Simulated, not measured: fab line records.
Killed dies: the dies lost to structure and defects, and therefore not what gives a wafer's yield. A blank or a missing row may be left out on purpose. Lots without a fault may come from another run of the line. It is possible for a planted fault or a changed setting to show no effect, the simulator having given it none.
Matching of chambers | flow nand-harc | rie-diel-08 running NHARC_A_CHANNEL_HOLE_D2_ETCH_38: 4 sister chambers
The step etches the open film in CF4, target depth 39 nm, time 65 s. 16 wafers are shown with their chamber, then 8 later ones without.

EACH WAFER AND ITS CHAMBER
wafer  | chamber | showerhead-plenum-p-Torr (Torr) | drypump-motor-current-A (A) | rf-vpp-V (V)
L077.3 | 1       | 1.87                            | 5.2                         | 152.7
L077.4 | 0       | 1.69                            | 5.3                         | 149.4
L077.5 | 3       | 1.75                            | 6.5                         | 151.6
L075.2 | 0       | 1.69                            | 5.3                         | 150.9
L075.4 | 1       | 1.86                            | 5.2                         | 154.9
L075.5 | 0       | 1.69                            | 5.3                         | 150.7
L079.1 | 0       | 1.69                            | 5.3                         | 149.6
L079.4 | 2       | 1.72                            | 4.9                         | 149.6
L079.5 | 1       | 1.86                            | 5.2                         | 151.5
L085.3 | 3       | 1.74                            | 6.5                         | 150.9
L085.5 | 2       | 1.72                            | 5.0                         | 149.8
L085.6 | 1       | 1.86                            | 5.2                         | 152.0
L086.3 | 1       | 1.86                            | 5.2                         | 151.5
L086.5 | 0       | 1.69                            | 5.3                         | 149.8
L086.6 | 1       | 1.86                            | 5.2                         | 152.1
L091.1 | 0       | 1.69                            | 5.4                         | 150.1

SIGNATURES, as means of the wafers listed above
reading                  | chamber 0 | chamber 1 | chamber 2 | chamber 3 | scatter within a chamber
showerhead-plenum-p-Torr | 1.6900    | 1.8617    | 1.7200    | 1.7450    | 0.00333
drypump-motor-current-A  | 5.317     | 5.200     | 4.950     | 6.500     | 0.0333
rf-vpp-V                 | 150.083   | 152.450   | 149.700   | 151.250   | 0.926
Rule: a wafer's distance from a chamber is the root of the sum, over the readings, of the square of ((its reading less the chamber's mean) divided by the reading's scatter). If the next closest chamber is less than 2 further off than the closest, the wafer can't be placed; otherwise it belongs to the closest. The scatter: the root of (the sum of the squares of (reading less its chamber's mean) over the shown wafers, divided by (wafers less chambers)).

WAFERS WHOSE CHAMBER IS MISSING
wafer  | showerhead-plenum-p-Torr (Torr) | drypump-motor-current-A (A) | rf-vpp-V (V)
L091.2 | 1.74                            | 6.5                         | 150.3
L091.6 | 1.86                            | 5.2                         | 152.3
L094.1 | 1.72                            | 4.9                         | 149.3
L094.2 | 1.86                            | 5.2                         | 152.9
L094.6 | 1.69                            | 5.3                         | 149.7
L095.3 | 1.69                            | 5.3                         | 150.2
L095.5 | 1.72                            | 4.9                         | 151.2
L095.6 | 1.69                            | 5.3                         | 150.2

EACH ONE'S CHAMBER
wafer  | from the rows above | in truth
L091.2 | 3                   | 3
L091.6 | 1                   | 1
L094.1 | 2                   | 2
L094.2 | 1                   | 1
L094.6 | 0                   | 0
L095.3 | 0                   | 0
L095.5 | 2                   | 2
L095.6 | 0                   | 0
Correct placement for 8 of the 8. From these rows, 0 cannot be placed. Wrongly placed: 0.
